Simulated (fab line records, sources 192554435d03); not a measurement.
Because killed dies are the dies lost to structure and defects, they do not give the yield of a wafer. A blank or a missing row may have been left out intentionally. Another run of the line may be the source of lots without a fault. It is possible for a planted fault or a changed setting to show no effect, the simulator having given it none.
Matching of chambers ; flow n5-finfet ; N5_BEOL_M4_ETCH_77 on rie-diel-01: 4 sister chambers
The step etches underlayer in N2/H2, target depth 6.5 nm, time 5.2 s. 8 wafers are shown with their chamber, then 11 later ones without.

== WAFERS, EACH WITH ITS CHAMBER ==
wafer;chamber;drypump-motor-current-A (A);showerhead-plenum-p-Torr (Torr)
L081.3;0;5.5;2.59
L084.6;2;5.9;2.60
L087.1;0;5.5;2.58
L087.3;1;6.1;2.65
L090.3;3;5.8;2.57
L090.4;2;5.9;2.60
L090.5;1;6.0;2.65
L093.1;3;5.8;2.56

== WAFERS WITH NO CHAMBER GIVEN ==
wafer;drypump-motor-current-A (A);showerhead-plenum-p-Torr (Torr)
L093.4;6.0;2.65
L093.6;5.7;2.57
L094.1;5.8;2.56
L094.5;5.5;2.57
L094.6;5.7;2.56
L095.1;5.5;2.57
L095.2;5.8;2.56
L095.3;6.1;2.65
L095.4;5.9;2.59
L095.5;5.8;2.59
L095.6;6.0;2.65

== WHICH CHAMBER EACH ONE RAN IN ==
wafer;from the rows above;in truth
L093.4;1;1
L093.6;3;3
L094.1;3;3
L094.5;0;0
L094.6;3;3
L095.1;0;0
L095.2;3;3
L095.3;1;1
L095.4;2;2
L095.5;can't be placed: 2 or 3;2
L095.6;1;1
Correctly placed: 10 of 11. From these rows, 1 cannot be placed; in 1 the true chamber is one of the candidates. Placed wrongly: 0.
How it was worked out, from the rows above alone: a wafer's distance from a chamber is the root of the sum, over the readings, of the square of ((its reading less the chamber's mean) divided by the reading's scatter). If the next closest chamber is less than 2 further off than the closest, the wafer can't be placed; otherwise it belongs to the closest. A chamber's mean is the mean of its shown wafers. The scatter is the square root of a quotient: the sum, over the shown wafers, of each reading's squared deviation from its chamber's mean, divided by wafers minus chambers.
